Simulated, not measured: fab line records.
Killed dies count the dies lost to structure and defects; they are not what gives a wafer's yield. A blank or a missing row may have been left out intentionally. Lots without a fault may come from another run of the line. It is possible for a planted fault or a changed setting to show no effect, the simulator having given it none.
The tool behind it: which one? + flow nand-harc + Sampling: 14 lots, 42 wafers, 4 of 1302 route steps

## WHAT EACH GAUGE READ, for each wafer
Not one reading of a measure or inspect step in the record can be checked against a usual standard deviation.

## WHICH TOOL RAN EACH LOT (tool, then ch and the chambers of the sampled wafers, then the start)
| lot  | NHARC_A_SLIT_ETCH_17             | NHARC_A_SLIT_STRIP_18                         | NHARC_A_WL_FILL_ETCHBACK_05       | NHARC_A_WL_FILL_ETCHBACK_16    |
|------|----------------------------------|-----------------------------------------------|-----------------------------------|--------------------------------|
| L591 | har-etch-01 ch 0,1, day 20 10:40 | rie-diel-03 ch 0,3, day 20 22:59 or earlier   | rie-metal-03 ch 0,1, day 20 22:59 | rie-diel-08 ch 1,2,3, no start |
| L593 | har-etch-02 ch 0,1, day 21 03:16 | rie-diel-12 ch 0,1,3, day 21 16:44 or earlier | rie-metal-03 ch 0,1, day 21 16:44 | rie-diel-01 ch 0,1,2, no start |
| L595 | har-etch-01 ch 0,1, day 21 03:46 | rie-diel-03 ch 2,3, day 21 17:04 or earlier   | rie-metal-01 ch 0,1, day 21 17:04 | rie-diel-11 ch 0,1,3, no start |
| L596 | har-etch-01 ch 0,1, day 21 06:56 | rie-diel-12 ch 1,2,3, day 21 20:10 or earlier | rie-metal-02 ch 0,1, day 21 20:10 | rie-diel-08 ch 0,2,3, no start |
| L597 | har-etch-02 ch 0,1, day 22 03:25 | rie-diel-07 ch 0,1,3, day 22 16:11 or earlier | rie-metal-01 ch 0,1, day 22 16:11 | rie-diel-11 ch 1,2,3, no start |
| L599 | har-etch-01 ch 0,1, day 23 07:54 | rie-diel-12 ch 0,1,2, day 23 21:25 or earlier | rie-metal-02 ch 0,1, day 23 21:25 | rie-diel-08 ch 0,2,3, no start |
| L606 | har-etch-01 ch 0,1, day 25 09:06 | rie-diel-07 ch 2,3, day 25 21:49 or earlier   | rie-metal-02 ch 1, day 25 21:49   | rie-diel-01 ch 1,2, no start   |
| L605 | har-etch-02 ch 0,1, day 25 11:15 | rie-diel-03 ch 0,1, day 25 21:50 or earlier   | rie-metal-01 ch 0,1, day 25 21:50 | rie-diel-08 ch 0,3, no start   |
| L608 | har-etch-01 ch 0,1, day 27 03:13 | rie-diel-03 ch 0,1,3, day 27 15:21 or earlier | rie-metal-01 ch 0,1, day 27 15:21 | rie-diel-11 ch 2,3, no start   |
| L607 | har-etch-02 ch 0,1, day 27 07:07 | rie-diel-07 ch 0,2,3, day 27 19:52 or earlier | rie-metal-02 ch 0,1, day 27 19:52 | rie-diel-11 ch 0,1, no start   |
| L609 | har-etch-02 ch 0,1, day 27 09:43 | rie-diel-12 ch 0,2,3, day 27 22:57 or earlier | rie-metal-03 ch 0,1, day 27 22:57 | rie-diel-11 ch 1,3, no start   |
| L610 | har-etch-01 ch 0,1, day 27 23:51 | rie-diel-12 ch 2,3, day 28 13:05 or earlier   | rie-metal-02 ch 0,1, day 28 13:05 | rie-diel-08 ch 0,1,2, no start |
| L611 | har-etch-02 ch 0,1, day 28 10:27 | rie-diel-07 ch 0,2, day 28 23:06 or earlier   | rie-metal-01 ch 1, day 28 23:06   | rie-diel-11 ch 2,3, no start   |
| L614 | har-etch-01 ch 0,1, day 29 16:59 | rie-diel-07 ch 0,2,3, day 30 05:44 or earlier | rie-metal-01 ch 0,1, day 30 05:44 | rie-diel-11 ch 1,2,3, no start |
- NHARC_A_SLIT_ETCH_17: etches the open film in C4F8/O2/Ar, time 4254.5 s, target depth 20300 nm.
- NHARC_A_SLIT_STRIP_18: strips in O2.
- NHARC_A_WL_FILL_ETCHBACK_05: etches the open film in Cl2/BCl3, target depth 22 nm, time 60 s.
- NHARC_A_WL_FILL_ETCHBACK_16: etches the open film in C4F8/O2/Ar, target depth 120 nm, time 24 s.

## WHAT THE TOOLS THEMSELVES READ (means of the sampled wafers that have a number; where no wafer has one, the mark that the record gives instead)
NHARC_A_SLIT_ETCH_17. Usual: drypump-motor-current-A 5.8 A, standard deviation 0.53; showerhead-plenum-p-Torr 3.72 Torr, standard deviation 0.17; throttle-valve-pct 32.046 %, standard deviation 0.0097.
| lot  | tool        | drypump-motor-current-A (A) | showerhead-plenum-p-Torr (Torr) | throttle-valve-pct (%) | flag |
|------|-------------|-----------------------------|---------------------------------|------------------------|------|
| L591 | har-etch-01 | 6.3                         | 3.61                            | 32.048                 |      |
| L593 | har-etch-02 | 5.6                         | 3.91                            | 32.047                 |      |
| L595 | har-etch-01 | 6.1                         | 3.57                            | 32.045                 |      |
| L596 | har-etch-01 | 6.1                         | 3.57                            | 32.052                 |      |
| L597 | har-etch-02 | 5.3                         | 3.90                            | 32.052                 |      |
| L599 | har-etch-01 | 6.3                         | 3.59                            | 32.047                 |      |
| L606 | har-etch-01 | 6.3                         | 3.58                            | 32.049                 |      |
| L605 | har-etch-02 | 5.6                         | 3.88                            | 32.043                 |      |
| L608 | har-etch-01 | 6.3                         | 3.57                            | 32.041                 |      |
| L607 | har-etch-02 | 5.6                         | 3.86                            | 32.048                 |      |
| L609 | har-etch-02 | 5.3                         | 3.86                            | 32.042                 |      |
| L610 | har-etch-01 | 6.3                         | 3.56                            | 32.051                 |      |
| L611 | har-etch-02 | 5.3                         | 3.86                            | 32.047                 |      |
| L614 | har-etch-01 | 6.1                         | 3.51                            | 32.042                 |      |

NHARC_A_SLIT_STRIP_18. Usual: drypump-motor-current-A 5.6 A, standard deviation 0.36; oes-product-au 0.998 a.u., standard deviation 0.0075; rf-vpp-V 58.0 V, standard deviation 0.91; showerhead-plenum-p-Torr 3.57 Torr, standard deviation 0.16; throttle-valve-pct 17.035 %, standard deviation 0.01.
| lot  | tool        | drypump-motor-current-A (A) | oes-product-au (a.u.) | rf-vpp-V (V) | showerhead-plenum-p-Torr (Torr) | throttle-valve-pct (%) | flag |
|------|-------------|-----------------------------|-----------------------|--------------|---------------------------------|------------------------|------|
| L591 | rie-diel-03 | 5.4                         | 1.003                 | 57.9         | 3.58                            | 17.029                 |      |
| L593 | rie-diel-12 | 5.8                         | 0.997                 | 58.3         | 3.44                            | 17.038                 |      |
| L595 | rie-diel-03 | 5.6                         | 0.996                 | 58.3         | 3.63                            | 17.035                 |      |
| L596 | rie-diel-12 | 5.6                         | 0.992                 | 58.0         | 3.56                            | 17.041                 |      |
| L597 | rie-diel-07 | 5.5                         | 0.994                 | 58.7         | 3.66                            | 17.034                 |      |
| L599 | rie-diel-12 | 5.6                         | 1.002                 | 57.6         | 3.47                            | 17.023                 |      |
| L606 | rie-diel-07 | 5.8                         | 0.998                 | 58.3         | 3.76                            | 17.040                 |      |
| L605 | rie-diel-03 | 5.2                         | 0.993                 | 57.7         | 3.48                            | 17.037                 |      |
| L608 | rie-diel-03 | 5.7                         | 0.995                 | 58.6         | 3.48                            | 17.025                 |      |
| L607 | rie-diel-07 | 5.6                         | 1.007                 | 58.3         | 3.68                            | 17.038                 |      |
| L609 | rie-diel-12 | 5.8                         | 0.994                 | 58.4         | 3.55                            | 17.054                 |      |
| L610 | rie-diel-12 | 5.6                         | 0.997                 | 58.2         | 3.67                            | 17.035                 |      |
| L611 | rie-diel-07 | 5.6                         | 0.996                 | 57.8         | 3.68                            | 17.044                 |      |
| L614 | rie-diel-07 | 5.6                         | 0.999                 | 58.7         | 3.68                            | 17.037                 |      |

NHARC_A_WL_FILL_ETCHBACK_05. Usual: chamber-pressure-mTorr 10.001 mTorr, standard deviation 0.009; drypump-motor-current-A 5.8 A, standard deviation 0.34; oes-product-au 1.000 a.u., standard deviation 0.0064; temp-c 40.02 C, standard deviation 0.1.
| lot  | tool         | chamber-pressure-mTorr (mTorr) | drypump-motor-current-A (A) | oes-product-au (a.u.) | temp-c (C) | flag |
|------|--------------|--------------------------------|-----------------------------|-----------------------|------------|------|
| L591 | rie-metal-03 | 10.009                         | 6.2                         | 1.000                 | 40.01      |      |
| L593 | rie-metal-03 | 10.006                         | 6.0                         | 1.004                 | 39.98      |      |
| L595 | rie-metal-01 | 10.001                         | 5.8                         | 1.002                 | 40.07      |      |
| L596 | rie-metal-02 | -                              | -                           | -                     | -          | OFF  |
| L597 | rie-metal-01 | -                              | -                           | -                     | -          | OFF  |
| L599 | rie-metal-02 | 9.995                          | 5.6                         | 1.000                 | 40.12      |      |
| L606 | rie-metal-02 | 10.006                         | 5.6                         | 1.008                 | 40.05      |      |
| L605 | rie-metal-01 | 10.004                         | 5.8                         | 1.006                 | 40.08      |      |
| L608 | rie-metal-01 | 10.001                         | 5.8                         | 1.011                 | 39.87      |      |
| L607 | rie-metal-02 | 10.001                         | 5.6                         | 1.001                 | 40.00      |      |
| L609 | rie-metal-03 | 10.009                         | 6.0                         | 1.004                 | 40.11      |      |
| L610 | rie-metal-02 | 10.008                         | 5.5                         | 0.999                 | 39.96      |      |
| L611 | rie-metal-01 | 10.012                         | 5.8                         | 0.999                 | 39.99      |      |
| L614 | rie-metal-01 | 10.005                         | 5.7                         | 1.002                 | 40.08      |      |

NHARC_A_WL_FILL_ETCHBACK_16. Usual: bias-w 800.0 W, standard deviation 2.3; chamber-pressure-mTorr 25.001 mTorr, standard deviation 0.023; oes-product-au 0.982 a.u., standard deviation 0.028; rf-vpp-V 722 V, standard deviation 5.8.
| lot  | tool        | bias-w (W) | chamber-pressure-mTorr (mTorr) | oes-product-au (a.u.) | rf-vpp-V (V) | flag |
|------|-------------|------------|--------------------------------|-----------------------|--------------|------|
| L591 | rie-diel-08 | 800.2      | 24.999                         | 1.003                 | 716          |      |
| L593 | rie-diel-01 | 800.0      | 24.993                         | 1.002                 | 726          |      |
| L595 | rie-diel-11 | 800.2      | 24.998                         | 0.979                 | 726          |      |
| L596 | rie-diel-08 | 798.2      | 25.004                         | 0.993                 | 720          |      |
| L597 | rie-diel-11 | 799.9      | 24.993                         | 0.991                 | 726          |      |
| L599 | rie-diel-08 | 801.0      | 24.999                         | 1.002                 | 719          |      |
| L606 | rie-diel-01 | 798.3      | 24.981                         | 1.000                 | 730          |      |
| L605 | rie-diel-08 | 799.8      | 25.037                         | 0.934                 | 723          |      |
| L608 | rie-diel-11 | 801.8      | 24.981                         | 1.005                 | 722          |      |
| L607 | rie-diel-11 | 801.1      | 25.009                         | 0.922                 | 725          |      |
| L609 | rie-diel-11 | 801.2      | 25.006                         | 0.977                 | 729          |      |
| L610 | rie-diel-08 | 800.5      | 24.989                         | 0.996                 | 719          |      |
| L611 | rie-diel-11 | 798.0      | 25.015                         | 0.979                 | 722          |      |
| L614 | rie-diel-11 | 798.7      | 25.011                         | 0.997                 | 726          |      |

## THE ANSWER, worked out from the rows above alone
Rule: take the mean of a lot's wafers that have a number; if it is more than 3 standard deviations from the usual mean, the lot is off. Also off: a lot with no number at a reading for which 4 or more lots have one. Any other lot the step has rows for is counted as sound. First the gauges in route order, then the tools' own readings, where a lot's mean is used as printed above. At the first step where some lot is off, the reading lying furthest off is the one used; lots without a number count as furthest.
Off at NHARC_A_WL_FILL_ETCHBACK_05 (chamber-pressure-mTorr): L596, L597. Without a number there: L596, L597.
If a tool, at that step or one of the process steps before it, ran each lot that is off and ran no sound lot following the first of them, it fits. NHARC_A_SLIT_STRIP_18 gives no start for some lots, so the hours and the order of its lots are those of NHARC_A_WL_FILL_ETCHBACK_05. Of those tried, none fits.

## WHAT HAD BEEN PUT IN BY THE SIMULATOR
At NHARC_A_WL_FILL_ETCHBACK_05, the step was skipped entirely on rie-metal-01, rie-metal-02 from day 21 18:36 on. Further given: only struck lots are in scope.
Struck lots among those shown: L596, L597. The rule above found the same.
